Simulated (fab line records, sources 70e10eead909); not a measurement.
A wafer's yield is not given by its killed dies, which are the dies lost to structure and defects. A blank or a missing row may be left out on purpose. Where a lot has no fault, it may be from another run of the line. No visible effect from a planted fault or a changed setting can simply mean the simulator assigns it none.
Chamber matching	flow nand harc	4 sister chambers for NHARC_A_STAIRCASE_ETCHBACK_157 on rie diel-09
The step etches the open film in CH3F/O2, target depth 90 nm, time 167.14 s. 8 wafers are shown with their chamber, then 12 later ones without.

== WAFERS, EACH WITH ITS CHAMBER ==
wafer	chamber	showerhead plenum p Torr (Torr)	drypump motor current A (A)
L084.1	0	2.61	5.8
L084.3	2	2.34	5.5
L088.3	2	2.34	5.6
L088.4	1	2.33	5.5
L088.6	3	2.44	4.9
L090.3	1	2.32	5.5
L090.4	0	2.61	5.8
L090.5	3	2.44	4.8

== WAFERS WITHOUT THEIR CHAMBER ==
wafer	showerhead plenum p Torr (Torr)	drypump motor current A (A)
L093.1	2.32	5.5
L093.5	2.33	5.6
L093.6	2.44	4.9
L095.1	2.44	4.9
L095.3	2.32	5.5
L095.5	2.60	5.8
L096.1	2.60	5.8
L096.2	2.33	5.6
L096.4	2.32	5.5
L097.1	2.43	4.9
L097.4	2.60	5.8
L097.6	2.43	4.9

== EACH ONE'S CHAMBER ==
wafer	from the rows above	in truth
L093.1	1	1
L093.5	can't be placed: 1 or 2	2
L093.6	3	3
L095.1	3	3
L095.3	1	1
L095.5	0	0
L096.1	0	0
L096.2	can't be placed: 1 or 2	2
L096.4	1	1
L097.1	3	3
L097.4	0	0
L097.6	3	3
Correct placement for 10 of the 12. These rows do not allow placing 2 (true chamber among the candidates in 2). 0 placed wrongly.
How it was worked out, from the rows above alone: a wafer's distance from a chamber is the root of the sum, over the readings, of the square of ((its reading less the chamber's mean) divided by the reading's scatter). If the next closest chamber is less than 2 further off than the closest, the wafer can't be placed; otherwise it belongs to the closest. Each chamber's mean is taken over the wafers shown for it. The scatter: the root of (the sum of the squares of (reading less its chamber's mean) over the shown wafers, divided by (wafers less chambers)).
